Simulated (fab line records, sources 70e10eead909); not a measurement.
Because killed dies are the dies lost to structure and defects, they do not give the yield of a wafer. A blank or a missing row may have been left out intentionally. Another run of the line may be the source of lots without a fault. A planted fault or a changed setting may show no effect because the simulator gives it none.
fab line records ; flow nandHarc
record: lots: 12; wafers: 36; lastDay: 34
route steps=1302 shown P_ZERO_WELL@27 P_GATE@132
lots that met no fault: from a run of the same line without faults
startH: hours from the record's opening day to when the first of the lot's shown wafers began ; waitH: hours since the lot's step before ; " as in the row above ; L1.1+2: several wafers, shown together as one row ; - either no value or no given start ; * or withheld: withheld ; < > ~ a bound
route shown NAME@n: names a module that has steps shown in the file, with the first one's number in the route ; usual: average and standard deviation across the fault-free wafers ; same: alike in all rows ; chamber/n: place in a boat ; sites: per-site readings ; _std_site: the values' standard deviation ; _edge_site: mean of outer sites minus mean of inner sites ; radiusMm: how far each site lies from the wafer's centre ; mask NAME#n: copy n ; behind: the tool/chamber that last shaped the wafer ; hold: what put the lot on hold/how long, in hours/how the hold closed ; device: the n, p or np transistor that did not switch ; end of line: tests run on the same wafers once the route is complete ; a step without rows: its recipe alone ; killed: the dies lost at the first sort to structure and to defects; this is not the yield of the wafer ; map: a wafer's dies, marking killed ones x, the rest . and places with no die _
set.NAME: the run value of the setting; set.NAME@STEP: its run value at that earlier step ; model.NAME: the simulator's own value behind a step, which no gauge read
route steps across a sampled set of lots; one table per step, one row per wafer
services: when a tool's chamber went out of use (startH, in hours from the record's first day, below 0 if earlier), for how many hours, and the reason
== steps ==
step: NHARC_P_ZERO_WELL_PEB_22
recipe: pebTempC: 118; pebTimeS: 85
usual: chillPlateTempC: 23.02/0.091; exhaustPa: 44.8/0.77; heaterPowerTotalW: 163.95/0.28; plateTempC: 118.00/0.12
lot.wafer;tool;chamber;startH;waitH;chillPlateTempC;exhaustPa;heaterPowerTotalW;plateTempC
L237.3;lithoTrack-07;0;22.43;0.1;22.90;44.1;163.64;118.19
L237.4;lithoTrack-07;0;22.43;0.1;22.95;44.9;163.60;117.94
L237.5;lithoTrack-07;0;22.43;0.1;22.95;44.1;163.69;117.91
L239.1;lithoTrack-05;0;42.37;0.1;22.92;44.5;163.73;118.21
L239.2;lithoTrack-05;0;42.37;0.1;23.03;44.8;163.68;118.09
L239.5;lithoTrack-05;0;42.37;0.1;23.08;45.8;163.61;118.12
L243.1;lithoTrack-05;0;82.79;0.1;23.10;46.1;171.39;122.07
L243.2;lithoTrack-05;0;82.79;0.1;23.02;45.3;170.99;122.16
L243.4;lithoTrack-05;0;82.79;0.1;23.06;44.6;171.56;121.97
L245.1;lithoTrack-05;0;102.54;0.1;22.95;43.5;170.91;122.03
L245.5;lithoTrack-05;0;102.54;0.1;22.93;45.1;171.94;122.14
L245.6;lithoTrack-05;0;102.54;0.1;22.93;44.7;170.95;122.17
L248.3;lithoTrack-03;0;132.52;0.1;22.95;45.9;163.67;118.15
L248.4;lithoTrack-03;0;132.52;0.1;22.90;44.0;163.96;118.18
L248.5;lithoTrack-03;0;132.52;0.1;22.98;45.0;163.80;118.11
L250.1;lithoTrack-07;0;155.78;0.1;22.92;44.5;163.93;118.34
L250.4;lithoTrack-07;0;155.78;0.1;22.93;43.5;164.31;117.92
L250.6;lithoTrack-07;0;155.78;0.1;22.99;44.8;163.92;118.19
L252.2;lithoTrack-07;0;172.67;0.1;23.11;45.2;163.75;118.21
L252.3;lithoTrack-07;0;172.67;0.1;23.02;46.0;164.08;118.15
L252.6;lithoTrack-07;0;172.67;0.1;23.03;43.7;163.74;117.86
L253.1;lithoTrack-07;0;182.53;0.1;23.10;43.8;163.69;118.30
L253.3;lithoTrack-07;0;182.53;0.1;23.07;42.9;163.69;118.10
L253.6;lithoTrack-07;0;182.53;0.1;23.14;44.2;164.22;118.05
L254.1;lithoTrack-05;0;192.60;0.1;23.03;45.2;163.71;118.12
L254.2;lithoTrack-05;0;192.60;0.1;22.85;45.0;164.38;118.13
L254.3;lithoTrack-05;0;192.60;0.1;22.99;45.9;164.43;117.99
L255.3;lithoTrack-03;0;202.31;0.1;23.05;45.8;163.67;117.86
L255.4;lithoTrack-03;0;202.31;0.1;23.07;44.9;164.13;117.99
L255.6;lithoTrack-03;0;202.31;0.1;23.05;43.7;163.71;117.86
L257.1;lithoTrack-05;0;222.50;0.1;23.11;43.8;164.29;117.87
L257.3;lithoTrack-05;0;222.50;0.1;23.08;44.7;164.35;117.85
L257.4;lithoTrack-05;0;222.50;0.1;23.11;44.4;163.86;117.95
L258.3;lithoTrack-03;0;232.37;0.1;22.97;44.4;164.02;117.92
L258.4;lithoTrack-03;0;232.37;0.1;22.97;45.4;163.99;117.83
L258.6;lithoTrack-03;0;232.37;0.1;23.04;44.9;164.12;117.98
step: NHARC_P_ZERO_WELL_CD_MEAS_24
recipe: targetCdNm: 720; landingEnergyEv: 500
usual: cdNm: 720.4/1.8
same: landingEnergyEv: 500
lot.wafer;tool;chamber;startH;waitH;cdNm
L237.3;cdSem-02;0;22.52;-;720.7
L237.4;cdSem-02;0;22.52;-;721.4
L237.5;cdSem-02;0;22.52;-;723.3
L239.1;cdSem-03;0;42.46;-;723.7
L239.2;cdSem-03;0;42.46;-;722.1
L239.5;cdSem-03;0;42.46;-;719.9
L243.1;cdSem-03;0;82.88;-;727.7
L243.2;cdSem-03;0;82.88;-;726.8
L243.4;cdSem-03;0;82.88;-;722.6
L245.1;cdSem-03;0;102.63;-;727.4
L245.5;cdSem-03;0;102.63;-;722.2
L245.6;cdSem-03;0;102.63;-;726.4
L248.3;cdSem-02;0;132.62;-;719.7
L248.4;cdSem-02;0;132.62;-;720.1
L248.5;cdSem-02;0;132.62;-;720.8
L250.1;cdSem-03;0;155.87;-;718.1
L250.4;cdSem-03;0;155.87;-;720.9
L250.6;cdSem-03;0;155.87;-;720.7
L252.2;cdSem-03;0;172.76;-;718.7
L252.3;cdSem-03;0;172.76;-;718.2
L252.6;cdSem-03;0;172.76;-;720.5
L253.1;cdSem-03;0;182.62;-;720.4
L253.3;cdSem-03;0;182.62;-;722.9
L253.6;cdSem-03;0;182.62;-;724.0
L254.1;cdSem-02;0;192.69;-;719.3
L254.2;cdSem-02;0;192.69;-;722.2
L254.3;cdSem-02;0;192.69;-;718.9
L255.3;cdSem-02;0;202.41;-;719.9
L255.4;cdSem-02;0;202.41;-;719.9
L255.6;cdSem-02;0;202.41;-;720.9
L257.1;cdSem-01;0;222.59;-;716.7
L257.3;cdSem-01;0;222.59;-;717.0
L257.4;cdSem-01;0;222.59;-;719.1
L258.3;cdSem-01;0;232.46;-;719.1
L258.4;cdSem-01;0;232.46;-;720.1
L258.6;cdSem-01;0;232.46;-;719.2
step: NHARC_P_ZERO_WELL_DESCUM_39
recipe: timeS: 3; o2FlowSccm: 200; arFlowSccm: 0; biasPowerW: 0; chemistry: O2
usual: drypumpMotorCurrentA: 5.6/0.43; oesProductAu: 1.002/0.0084; rfVppV: 57.9/0.8; showerheadPlenumPTorr: 1.94/0.078; throttleValvePct: 11.310/0.0089
lot.wafer;tool;chamber;startH;waitH;drypumpMotorCurrentA;oesProductAu;rfHoursCounterH;rfVppV;showerheadPlenumPTorr;throttleValvePct
L237.4;rieDiel-11;2;24.32;-;5.4;0.997;34;58.1;2.01;11.327
L237.3;rieDiel-11;3;24.32;-;5.2;1.004;39;58.7;2.06;11.314
L237.5;rieDiel-11;2;24.32;-;5.4;0.997;-;57.8;2.01;11.315
L239.1;rieDiel-01;3;44.19;-;5.7;0.993;2;57.3;1.88;11.308
L239.2;rieDiel-01;0;44.19;-;5.4;0.998;2;56.8;1.79;11.317
L239.5;rieDiel-01;1;44.19;-;5.9;0.999;-;57.5;1.98;11.302
L243.4;rieDiel-08;2;84.67;-;5.6;0.992;28;56.5;1.90;11.314
L243.2;rieDiel-08;0;84.67;-;5.3;0.992;14;56.8;1.98;11.312
L243.1;rieDiel-08;1;84.67;-;5.6;0.992;24;58.6;2.02;11.309
L245.1;rieDiel-01;1;104.42;-;5.9;1.013;21;58.3;1.97;11.301
L245.5;rieDiel-01;1;104.42;-;5.9;0.997;-;58.2;1.97;11.301
L245.6;rieDiel-01;2;104.42;-;6.2;1.008;-;56.8;1.81;11.306
L248.4;rieDiel-11;2;134.49;-;5.4;0.997;11;59.2;2.00;11.313
L248.3;rieDiel-11;3;134.49;-;5.2;1.017;12;59.2;2.05;11.319
L248.5;rieDiel-11;0;134.49;-;6.6;0.999;-;58.2;1.96;11.306
L250.1;rieDiel-11;2;157.54;-;5.4;1.003;19;57.8;2.00;11.307
L250.4;rieDiel-11;0;157.54;-;6.6;1.004;19;56.4;1.96;11.323
L250.6;rieDiel-11;2;157.54;-;5.4;1.002;-;58.1;2.00;11.315
L252.3;rieDiel-08;0;174.58;-;5.3;1.000;52;58.3;1.97;11.307
L252.2;rieDiel-08;1;174.58;-;5.6;0.989;63;58.4;2.01;11.312
L252.6;rieDiel-08;1;174.58;-;5.6;1.005;-;59.1;2.01;11.307
L253.1;rieDiel-08;1;184.46;-;5.6;0.990;67;58.8;2.01;11.317
L253.3;rieDiel-08;3;184.46;-;5.8;0.998;64;56.9;1.91;11.301
L253.6;rieDiel-08;1;184.46;-;5.6;0.999;-;57.5;2.01;11.308
L254.1;rieDiel-01;0;194.44;-;5.5;0.992;52;58.9;1.77;11.307
L254.3;rieDiel-01;1;194.44;-;5.9;0.983;52;58.5;1.96;11.313
L254.2;rieDiel-01;2;194.44;-;6.2;1.004;47;58.7;1.80;11.301
L255.4;rieDiel-08;1;204.21;-;5.6;1.004;0;57.8;2.01;11.321
L255.3;rieDiel-08;0;204.21;-;5.4;0.984;0;58.2;1.97;11.310
L255.6;rieDiel-08;2;204.21;-;5.6;0.994;-;57.9;1.90;11.307
L257.3;rieDiel-11;1;224.43;-;5.1;1.004;47;58.4;1.91;11.294
L257.1;rieDiel-11;2;224.43;-;5.4;1.003;39;57.6;1.99;11.293
L257.4;rieDiel-11;3;224.43;-;5.2;1.016;42;57.8;2.04;11.334
L258.4;rieDiel-11;2;236.04;-;5.3;0.999;43;59.0;1.99;11.313
L258.3;rieDiel-11;3;236.04;-;5.2;1.012;45;57.3;2.04;11.301
L258.6;rieDiel-11;1;236.04;-;5.1;1.007;-;58.2;1.91;11.309
step: NHARC_P_GATE_DEP_103
recipe: targetThkA: 300; targetThkNm: 30; tempC: 400; flowSccm: 200; rfW: 350; material: SiON
usual: heaterPowerW: 726/83
lot.wafer;tool;chamber;startH;waitH;heaterPowerW
L237.3;pecvd-01;1;106.82;0.5;760
L237.4;pecvd-01;2;106.82;0.5;716
L237.5;pecvd-01;0;106.82;0.5;787
L239.2;pecvd-01;0;111.51;0.5;722
L239.1;pecvd-01;1;111.51;0.5;818
L239.5;pecvd-01;0;111.51;0.5;728
L243.2;pecvd-02;1;152.96;0.4;750
L243.1;pecvd-02;0;152.96;0.4;673
L243.4;pecvd-02;2;152.96;0.4;763
L245.1;pecvd-02;1;182.38;0.6;717
L245.5;pecvd-02;0;182.38;0.6;612
L245.6;pecvd-02;1;182.38;0.6;702
L248.3;pecvd-02;2;204.21;0.4;675
L248.4;pecvd-02;0;204.21;0.4;669
L248.5;pecvd-02;1;204.21;0.4;758
L250.1;pecvd-02;2;240.27;0.7;730
L250.6;pecvd-02;0;240.27;0.7;688
L250.4;pecvd-02;1;240.27;0.7;675
L252.3;pecvd-02;2;240.78;0.4;600
L252.2;pecvd-02;0;240.78;0.4;601
L252.6;pecvd-02;2;240.78;0.4;625
L253.3;pecvd-04;1;255.64;0.4;854
L253.1;pecvd-04;2;255.64;0.4;689
L253.6;pecvd-04;1;255.64;0.4;855
L254.1;pecvd-04;1;263.51;0.5;871
L254.3;pecvd-04;2;263.51;0.5;652
L254.2;pecvd-04;0;263.51;0.5;839
L255.3;pecvd-01;2;275.76;0.4;663
L255.6;pecvd-01;1;275.76;0.4;756
L255.4;pecvd-01;2;275.76;0.4;685
L257.1;pecvd-02;2;294.44;0.7;712
L257.3;pecvd-02;0;294.44;0.7;684
L257.4;pecvd-02;1;294.44;0.7;726
L258.3;pecvd-01;0;309.30;0.4;854
L258.4;pecvd-01;2;309.30;0.4;652
L258.6;pecvd-01;1;309.30;0.4;771
step: NHARC_P_GATE_OVL_MEAS_27
usual: overlayXNm: -0.3/0.74; overlayYNm: 0.0/0.86
lot.wafer;tool;chamber;startH;waitH;overlayXNm;overlayYNm
L237.3;overlay-02;-;107.41;-;-1.1;0.2
L237.4;overlay-02;-;107.41;-;-1.1;0.0
L237.5;overlay-02;-;107.41;-;-1.4;0.3
L239.1;overlay-02;-;112.28;-;-0.6;-1.7
L239.2;overlay-02;-;112.28;-;-0.1;-1.9
L239.5;overlay-02;-;112.28;-;0.1;-2.7
L243.1;overlay-01;-;153.73;-;-0.9;0.7
L243.2;overlay-01;-;153.73;-;-0.6;0.5
L243.4;overlay-01;-;153.73;-;-0.6;0.5
L245.1;overlay-01;-;183.12;-;0.6;0.5
L245.5;overlay-01;-;183.12;-;0.5;0.3
L245.6;overlay-01;-;183.12;-;0.8;0.9
L248.3;overlay-02;-;204.92;-;0.1;1.5
L248.4;overlay-02;-;204.92;-;0.0;1.0
L248.5;overlay-02;-;204.92;-;0.2;1.4
L250.1;overlay-01;-;240.98;-;-0.5;1.0
L250.4;overlay-01;-;240.98;-;-0.4;1.0
L250.6;overlay-01;-;240.98;-;-0.4;0.9
L252.2;overlay-02;-;241.42;-;-0.4;-0.2
L252.3;overlay-02;-;241.42;-;-0.3;-0.9
L252.6;overlay-02;-;241.42;-;0.1;-0.4
L253.1;overlay-01;-;256.37;-;-0.6;0.3
L253.3;overlay-01;-;256.37;-;0.2;0.3
L253.6;overlay-01;-;256.37;-;-0.7;0.0
L254.1;overlay-01;-;264.28;-;1.2;-0.2
L254.2;overlay-01;-;264.28;-;1.4;-0.2
L254.3;overlay-01;-;264.28;-;1.2;-0.2
L255.3;overlay-02;-;276.53;-;-0.8;-0.2
L255.4;overlay-02;-;276.53;-;-1.4;-0.1
L255.6;overlay-02;-;276.53;-;-1.3;0.1
L257.1;overlay-02;-;295.07;-;-0.3;-1.1
L257.3;overlay-02;-;295.07;-;0.3;-0.7
L257.4;overlay-02;-;295.07;-;-1.0;-0.6
L258.3;overlay-02;-;309.91;-;0.3;0.5
L258.4;overlay-02;-;309.91;-;0.3;0.5
L258.6;overlay-02;-;309.91;-;0.6;0.8
== services ==
tool;chamber;startH;hours;kind
rieDiel-11;3;3.54;1.5;repair
pecvd-02;-;10.38;0.5;repair
rieDiel-08;-;15.40;9.0;pm
pecvd-01;-;23.56;2.1;repair
rieDiel-08;3;24.52;2.9;repair
rieDiel-08;0;39.01;14.5;repair
pecvd-02;-;46.22;13.0;pm
rieDiel-11;-;69.77;2.4;repair
rieDiel-08;-;70.60;0.7;repair
rieDiel-08;3;71.69;10.9;repair
lithoTrack-07;-;76.00;7.0;pm
rieDiel-11;2;80.96;8.3;repair
rieDiel-11;-;81.98;9.0;pm
rieDiel-08;2;115.14;71.9;repair
rieDiel-11;0;115.17;2.9;repair
lithoTrack-05;-;124.00;7.0;pm
pecvd-01;-;130.15;13.0;pm
pecvd-02;0;153.19;15.1;repair
rieDiel-11;2;170.13;4.2;repair
rieDiel-08;-;192.40;9.0;pm
rieDiel-08;-;202.39;1.3;repair
pecvd-02;-;227.22;13.0;pm
rieDiel-11;-;258.98;9.0;pm
lithoTrack-05;-;299.00;7.0;pm
== key ==
firstSign: step: NHARC_P_ZERO_WELL_PEB_22; reading: plateTempC; direction: up; sigmas: 33; usual: *; struck: *
effect: step: NHARC_P_ZERO_WELL_PEB_22; reading: heaterPowerTotalW; direction: up; sigmas: 27; usual: *; struck: *
effect: step: NHARC_P_ZERO_WELL_CD_MEAS_24; reading: cdNm; direction: up; sigmas: 2.8; usual: 720.4; struck: 725.5
metAt NHARC_P_ZERO_WELL_PEB_22
struckLots L243,L245
testerLeftOut L243,L245
notActingAt NHARC_P_ZERO_WELL_DESCUM_39,NHARC_P_GATE_DEP_103,NHARC_P_GATE_OVL_MEAS_27
onsetBetween 42.37 82.79
fault: kind: processParameterDrift; tool: lithoTrack-05; chamber: -; onsetH: 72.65; steps: NHARC_P_ZERO_WELL_PEB_22; channel: pebTempC; offset: *; shape: step; endH: 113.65; actsIn: *; stated: *
testerLeftOut: of these lots the tester's yield and bins aren't shown, on N5 and GAA mostly nor the transistor test; their killed dies are dies lost to structure and defects alone, not to doping, threshold or leakage, so they don't give the yield
